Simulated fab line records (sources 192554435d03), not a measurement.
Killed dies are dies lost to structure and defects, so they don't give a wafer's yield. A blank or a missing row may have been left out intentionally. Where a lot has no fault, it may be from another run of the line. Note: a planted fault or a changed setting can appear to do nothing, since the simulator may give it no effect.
Chamber matching || flow n5-finfet || pecvd-02 running N5_MIM_TOP_ETCH_PECVD_03: 3 sister chambers
The step deposits SiNx from SiH4/NH3/N2, target thk 20 nm, time 17.6 s. 6 wafers are shown with their chamber, then 11 later ones without.

WAFERS PAIRED WITH THEIR CHAMBERS
{"wafer": "L084.1", "chamber": 1, "throttle-valve-pct (%)": 41.8, "showerhead-plenum-p-Torr (Torr)": 5.06}
{"wafer": "L084.5", "chamber": 0, "throttle-valve-pct (%)": 45.5, "showerhead-plenum-p-Torr (Torr)": 5.06}
{"wafer": "L085.1", "chamber": 0, "throttle-valve-pct (%)": 45.7, "showerhead-plenum-p-Torr (Torr)": 5.05}
{"wafer": "L085.4", "chamber": 2, "throttle-valve-pct (%)": 40.4, "showerhead-plenum-p-Torr (Torr)": 5.12}
{"wafer": "L085.6", "chamber": 1, "throttle-valve-pct (%)": 41.8, "showerhead-plenum-p-Torr (Torr)": 5.06}
{"wafer": "L087.3", "chamber": 2, "throttle-valve-pct (%)": 40.8, "showerhead-plenum-p-Torr (Torr)": 5.13}

WAFERS WHOSE CHAMBER IS MISSING
{"wafer": "L087.4", "throttle-valve-pct (%)": 41.7, "showerhead-plenum-p-Torr (Torr)": 5.06}
{"wafer": "L087.6", "throttle-valve-pct (%)": 40.7, "showerhead-plenum-p-Torr (Torr)": 5.12}
{"wafer": "L090.1", "throttle-valve-pct (%)": 41.6, "showerhead-plenum-p-Torr (Torr)": 5.07}
{"wafer": "L090.2", "throttle-valve-pct (%)": 45.7, "showerhead-plenum-p-Torr (Torr)": 5.06}
{"wafer": "L090.3", "throttle-valve-pct (%)": 40.8, "showerhead-plenum-p-Torr (Torr)": 5.13}
{"wafer": "L092.1", "throttle-valve-pct (%)": 45.7, "showerhead-plenum-p-Torr (Torr)": 5.06}
{"wafer": "L092.2", "throttle-valve-pct (%)": 40.8, "showerhead-plenum-p-Torr (Torr)": 5.13}
{"wafer": "L092.3", "throttle-valve-pct (%)": 41.8, "showerhead-plenum-p-Torr (Torr)": 5.05}
{"wafer": "L097.1", "throttle-valve-pct (%)": 45.5, "showerhead-plenum-p-Torr (Torr)": 5.05}
{"wafer": "L097.4", "throttle-valve-pct (%)": 45.8, "showerhead-plenum-p-Torr (Torr)": 5.06}
{"wafer": "L097.6", "throttle-valve-pct (%)": 41.4, "showerhead-plenum-p-Torr (Torr)": 5.08}

WHICH CHAMBER EACH WENT THROUGH
{"wafer": "L087.4", "from the rows above": 1, "in truth": 1}
{"wafer": "L087.6", "from the rows above": 2, "in truth": 2}
{"wafer": "L090.1", "from the rows above": 1, "in truth": 1}
{"wafer": "L090.2", "from the rows above": 0, "in truth": 0}
{"wafer": "L090.3", "from the rows above": 2, "in truth": 2}
{"wafer": "L092.1", "from the rows above": 0, "in truth": 0}
{"wafer": "L092.2", "from the rows above": 2, "in truth": 2}
{"wafer": "L092.3", "from the rows above": 1, "in truth": 1}
{"wafer": "L097.1", "from the rows above": 0, "in truth": 0}
{"wafer": "L097.4", "from the rows above": 0, "in truth": 0}
{"wafer": "L097.6", "from the rows above": 1, "in truth": 1}
11 of 11 placed correctly. Number that these rows cannot place: 0. Wrongly placed: 0.
How it was worked out, from the rows above alone: a wafer's distance from a chamber is the root of the sum, over the readings, of the square of ((its reading less the chamber's mean) divided by the reading's scatter). If the next closest chamber is less than 2 further off than the closest, the wafer can't be placed; otherwise it belongs to the closest. For every chamber, the mean is computed from those of its wafers that are shown. The scatter: the root of (the sum of the squares of (reading less its chamber's mean) over the shown wafers, divided by (wafers less chambers)).
